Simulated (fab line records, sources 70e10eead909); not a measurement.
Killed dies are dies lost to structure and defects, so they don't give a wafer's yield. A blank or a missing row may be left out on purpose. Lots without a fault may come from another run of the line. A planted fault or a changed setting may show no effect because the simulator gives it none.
Which tool did it? | flow nand_harc | 12 lots, 36 wafers sampled, at 5 steps of a route of 1159

WHAT THE GAUGES READ, wafer by wafer
NHARC_END_SORT_01. Usual: killed_at_array 29, standard deviation 11; killed_at_other 0.5, standard deviation 0.85; killed_at_periphery 3.0, standard deviation 2.3; killed_dies 33, standard deviation 12; killed_open 3.3, standard deviation 1.9; killed_short 2.0, standard deviation 1.5.
lot  | measured     | on        | killed_at_array | killed_at_other | killed_at_periphery | killed_dies | killed_open | killed_short | flag
L776 | day 26 04:05 | prober-01 | 676 37 41       | 0 1 0           | 1 2 0               | 677 40 41   | 3 6 7       | 2 3 0        | OFF
L780 | day 26 23:06 | prober-02 | 16 677 25       | 0 0 0           | 2 0 2               | 18 677 27   | 2 1 3       | 3 2 2        | OFF
L781 | day 28 06:14 | prober-02 | 42 47 675       | 0 0 0           | 4 3 2               | 46 50 677   | 7 10 2      | 4 0 1        | OFF
L786 | day 27 12:46 | prober-01 | 34 34 37        | 0 0 0           | 7 11 5              | 41 45 42    | 2 1 4       | 0 2 4        |
L790 | day 27 19:00 | prober-01 | 44 52           | 0 1             | 3 6                 | 47 59       | 1 2         | 1 0          |
L791 | day 29 16:39 | prober-02 | 32              | 0               | 4                   | 36          | 7           | 2            |

WHICH TOOL RAN EACH LOT (tool, then ch and the chambers of the sampled wafers, then the start)
lot  | NHARC_A_STAIRCASE_DESCUM_219       | NHARC_A_STAIRCASE_TRIM_226                    | NHARC_A_STAIRCASE_ETCH_230         | NHARC_A_STAIRCASE_ETCH_232
L773 | rie_diel-04 ch 1,2, day 13 19:42   | rie_diel-04 ch 1,2,3, day 13 21:09 or earlier | rie_diel-04 ch 0,1,2, day 13 21:09 | rie_diel-04 ch 0,2, no start
L769 | rie_diel-04 ch 1,2, day 13 23:28   | rie_diel-04 ch 0,1,3, day 14 01:07 or earlier | rie_diel-05 ch 0,1, day 14 01:07   | rie_diel-05 ch 0,2,3, no start
L771 | rie_diel-11 ch 0,1, day 14 04:34   | rie_diel-11 ch 0,2,3, day 14 06:02 or earlier | rie_diel-11 ch 0,1,2, day 14 06:02 | rie_diel-11 ch 0,1,3, no start
L770 | rie_diel-05 ch 0,2, day 14 05:13   | rie_diel-05 ch 0,3, day 14 07:18 or earlier   | rie_diel-05 ch 0,1,3, day 14 07:18 | rie_diel-05 ch 0,2,3, no start
L776 | rie_diel-04 ch 0,1,3, day 14 15:05 | rie_diel-04 ch 0,2, day 14 16:50 or earlier   | rie_diel-11 ch 1,3, day 14 16:50   | rie_diel-11 ch 0,3, day 26 04:05 or earlier
L780 | rie_diel-05 ch 2,3, day 14 21:37   | rie_diel-05 ch 1,2, day 14 23:14 or earlier   | rie_diel-11 ch 0,2, day 14 23:14   | rie_diel-11 ch 1,2, day 26 23:06 or earlier
L781 | rie_diel-11 ch 0,2, day 15 05:34   | rie_diel-11 ch 1,2,3, day 15 11:31 or earlier | rie_diel-11 ch 0,1, day 15 11:31   | rie_diel-11 ch 2,3, day 28 06:14 or earlier
L785 | rie_diel-11 ch 1,3, day 15 15:19   | rie_diel-11 ch 1,2,3, day 15 16:54 or earlier | rie_diel-05 ch 0,1,2, day 15 16:54 | rie_diel-05 ch 0,2, no start
L786 | rie_diel-05 ch 0,1,3, day 15 15:58 | rie_diel-05 ch 0,1,2, day 15 17:20 or earlier | rie_diel-05 ch 1,2,3, day 15 17:20 | rie_diel-05 ch 0,1, day 27 12:46 or earlier
L790 | rie_diel-11 ch 0,1,2, day 15 22:21 | rie_diel-11 ch 0,2, day 15 23:50 or earlier   | rie_diel-05 ch 1,2,3, day 15 23:50 | rie_diel-05 ch 0,1,2, day 27 19:00 or earlier
L789 | rie_diel-04 ch 0,1,2, day 15 23:28 | rie_diel-04 ch 0,1,2, day 16 00:46 or earlier | rie_diel-04 ch 0,1,3, day 16 00:46 | rie_diel-04 ch 1,2,3, no start
L791 | rie_diel-04 ch 0,2,3, day 16 20:21 | rie_diel-04 ch 1,2,3, day 16 21:41 or earlier | rie_diel-04 ch 1,3, day 16 21:41   | rie_diel-04 ch 1,2, day 29 16:39 or earlier
- NHARC_A_STAIRCASE_DESCUM_219: chemistry O2, time 3 s.
- NHARC_A_STAIRCASE_TRIM_226: chemistry O2, time 211.2 s.
- NHARC_A_STAIRCASE_ETCH_230: etches the open film in C4F8/O2, target depth 100 nm, time 40.5 s.
- NHARC_A_STAIRCASE_ETCH_232: etches the open film in C4F8/O2, target depth 100 nm, time 40.5 s.

WHAT THE TOOLS THEMSELVES READ (means of the sampled wafers that have a number; where no wafer has one, the mark that the record gives instead)
NHARC_A_STAIRCASE_DESCUM_219. Usual: drypump_motor_current_A 5.8 A, standard deviation 0.48; oes_product_au 0.999 a.u., standard deviation 0.01; rf_vpp_V 57.9 V, standard deviation 0.93; showerhead_plenum_p_Torr 1.94 Torr, standard deviation 0.084; throttle_valve_pct 11.312 %, standard deviation 0.0091.
lot  | tool        | drypump_motor_current_A (A) | oes_product_au (a.u.) | rf_vpp_V (V) | showerhead_plenum_p_Torr (Torr) | throttle_valve_pct (%) | flag
L773 | rie_diel-04 | 6.1                         | 1.012                 | 59.3         | 1.94                            | 11.314                 |
L769 | rie_diel-04 | 6.1                         | 1.008                 | 57.4         | 1.94                            | 11.314                 |
L771 | rie_diel-11 | 5.9                         | 1.013                 | 58.1         | 2.01                            | 11.307                 |
L770 | rie_diel-05 | 6.1                         | 1.000                 | 58.7         | 1.97                            | 11.316                 |
L776 | rie_diel-04 | 5.6                         | 0.999                 | 58.0         | 1.95                            | 11.311                 |
L780 | rie_diel-05 | 5.8                         | 0.999                 | 57.7         | 1.88                            | 11.310                 |
L781 | rie_diel-11 | 6.0                         | 0.990                 | 58.1         | 1.97                            | 11.317                 |
L785 | rie_diel-11 | 5.5                         | 0.993                 | 57.7         | 1.95                            | 11.310                 |
L786 | rie_diel-05 | 5.6                         | 0.996                 | 58.3         | 1.87                            | 11.308                 |
L790 | rie_diel-11 | 5.9                         | 0.993                 | 57.4         | 1.94                            | 11.303                 |
L789 | rie_diel-04 | 6.1                         | 0.999                 | 57.5         | 1.90                            | 11.303                 |
L791 | rie_diel-04 | 6.0                         | 1.004                 | 58.2         | 1.94                            | 11.313                 |

NHARC_A_STAIRCASE_TRIM_226. Usual: drypump_motor_current_A 5.8 A, standard deviation 0.47; oes_product_au 0.998 a.u., standard deviation 0.0092; rf_vpp_V 57.8 V, standard deviation 0.96; showerhead_plenum_p_Torr 3.57 Torr, standard deviation 0.14; throttle_valve_pct 17.034 %, standard deviation 0.0086.
lot  | tool        | drypump_motor_current_A (A) | oes_product_au (a.u.) | rf_vpp_V (V) | showerhead_plenum_p_Torr (Torr) | throttle_valve_pct (%) | flag
L773 | rie_diel-04 | 5.6                         | 1.001                 | 58.0         | 3.65                            | 17.033                 |
L769 | rie_diel-04 | 5.7                         | 0.999                 | 58.5         | 3.59                            | 17.030                 |
L771 | rie_diel-11 | 5.8                         | 0.994                 | 57.6         | 3.57                            | 17.029                 |
L770 | rie_diel-05 | 5.4                         | 0.996                 | 57.5         | 3.50                            | 17.033                 |
L776 | rie_diel-04 | 6.4                         | 1.006                 | 58.1         | 3.46                            | 17.027                 |
L780 | rie_diel-05 | 6.4                         | 1.000                 | 57.5         | 3.59                            | 17.025                 |
L781 | rie_diel-11 | 5.7                         | 0.995                 | 58.5         | 3.51                            | 17.033                 |
L785 | rie_diel-11 | 5.7                         | 0.993                 | 57.8         | 3.51                            | 17.032                 |
L786 | rie_diel-05 | 6.0                         | 0.993                 | 56.8         | 3.55                            | 17.030                 |
L790 | rie_diel-11 | 6.0                         | 0.995                 | 57.8         | 3.61                            | 17.044                 |
L789 | rie_diel-04 | 6.1                         | 1.000                 | 57.0         | 3.51                            | 17.044                 |
L791 | rie_diel-04 | 5.6                         | 1.002                 | 58.5         | 3.63                            | 17.040                 |

NHARC_A_STAIRCASE_ETCH_230. Usual: oes_product_au 0.943 a.u., standard deviation 0.016; rf_vpp_V 897 V, standard deviation 5.2; run_length_s 61.8 s, standard deviation 0.45.
lot  | tool        | oes_product_au (a.u.) | rf_vpp_V (V) | run_length_s (s) | flag
L773 | rie_diel-04 | 0.957                 | 896          | 62.1             |
L769 | rie_diel-05 | 0.941                 | 894          | 62.3             |
L771 | rie_diel-11 | 0.945                 | 898          | 61.4             |
L770 | rie_diel-05 | 0.936                 | 893          | 62.1             |
L776 | rie_diel-11 | 0.959                 | 900          | 65.8             | OFF
L780 | rie_diel-11 | 0.935                 | 899          | 65.8             | OFF
L781 | rie_diel-11 | 0.934                 | 901          | 65.8             | OFF
L785 | rie_diel-05 | 0.942                 | 897          | 61.8             |
L786 | rie_diel-05 | 0.935                 | 894          | 62.0             |
L790 | rie_diel-05 | 0.975                 | 895          | 61.8             |
L789 | rie_diel-04 | 0.947                 | 898          | 61.8             |
L791 | rie_diel-04 | 0.947                 | 900          | 62.0             |

NHARC_A_STAIRCASE_ETCH_232. Usual: oes_product_au 0.936 a.u., standard deviation 0.013; rf_vpp_V 897 V, standard deviation 5.3; run_length_s 61.8 s, standard deviation 0.5.
lot  | tool        | oes_product_au (a.u.) | rf_vpp_V (V) | run_length_s (s) | flag
L773 | rie_diel-04 | 0.941                 | 896          | 61.8             |
L769 | rie_diel-05 | 0.941                 | 896          | 61.9             |
L771 | rie_diel-11 | 0.942                 | 901          | 62.0             |
L770 | rie_diel-05 | 0.931                 | 896          | 61.9             |
L776 | rie_diel-11 | 0.937                 | 900          | 62.4             |
L780 | rie_diel-11 | 0.924                 | 892          | 60.9             |
L781 | rie_diel-11 | 0.920                 | 894          | 62.1             |
L785 | rie_diel-05 | 0.939                 | 897          | 62.0             |
L786 | rie_diel-05 | 0.939                 | 895          | 62.0             |
L790 | rie_diel-05 | 0.949                 | 897          | 61.9             |
L789 | rie_diel-04 | 0.942                 | 900          | 62.1             |
L791 | rie_diel-04 | 0.942                 | 897          | 62.0             |

THE ANSWER, worked out from the rows above alone
Rule: a lot is off if the mean of its wafers that have a number lies more than 3 standard deviations from the usual mean. A lot without any number at a reading at which 4 lots or more have one is off too. The other lots that the step has rows for count as sound. The gauges are gone through in route order, then the tools' own readings, and for those a lot's mean is taken as printed above. The first step at which some lot is off is used, and at that step the reading that is off furthest; a lot without a number counts as furthest.
Off: L776, L780, L781, at NHARC_END_SORT_01 (killed_at_array). Neither off nor sound, because the step has no rows for them: L773, L769, L771, L770, L785, L789.
A tool fits if, at a process step before that reading, it ran every lot that is off, and no sound lot after the first of them. The gauges at NHARC_END_SORT_01 aren't tried: what is off there is off at NHARC_A_STAIRCASE_ETCH_230 too, on other tools, and a gauge's error can't cause that. NHARC_A_STAIRCASE_TRIM_226 gives no start for some lots, so the hours and the order of its lots are those of NHARC_A_STAIRCASE_ETCH_230. NHARC_A_STAIRCASE_ETCH_232 gives no start for some lots, so the hours and the order of its lots are those of NHARC_END_SORT_01. One fits: rie_diel-11 at NHARC_A_STAIRCASE_ETCH_230 and NHARC_A_STAIRCASE_ETCH_232. It ran no sound lot before its first lot that is off in this sample, so the start can't be narrowed down.
The tool's own readings at NHARC_A_STAIRCASE_ETCH_230 bear it out: on the lots that are off they differ by more than 5 times the standard deviation of the sound lots' means. run_length_s reads 65.8 s there against 61.9 s on the sound lots.

WHAT THE SIMULATOR HAD PUT IN
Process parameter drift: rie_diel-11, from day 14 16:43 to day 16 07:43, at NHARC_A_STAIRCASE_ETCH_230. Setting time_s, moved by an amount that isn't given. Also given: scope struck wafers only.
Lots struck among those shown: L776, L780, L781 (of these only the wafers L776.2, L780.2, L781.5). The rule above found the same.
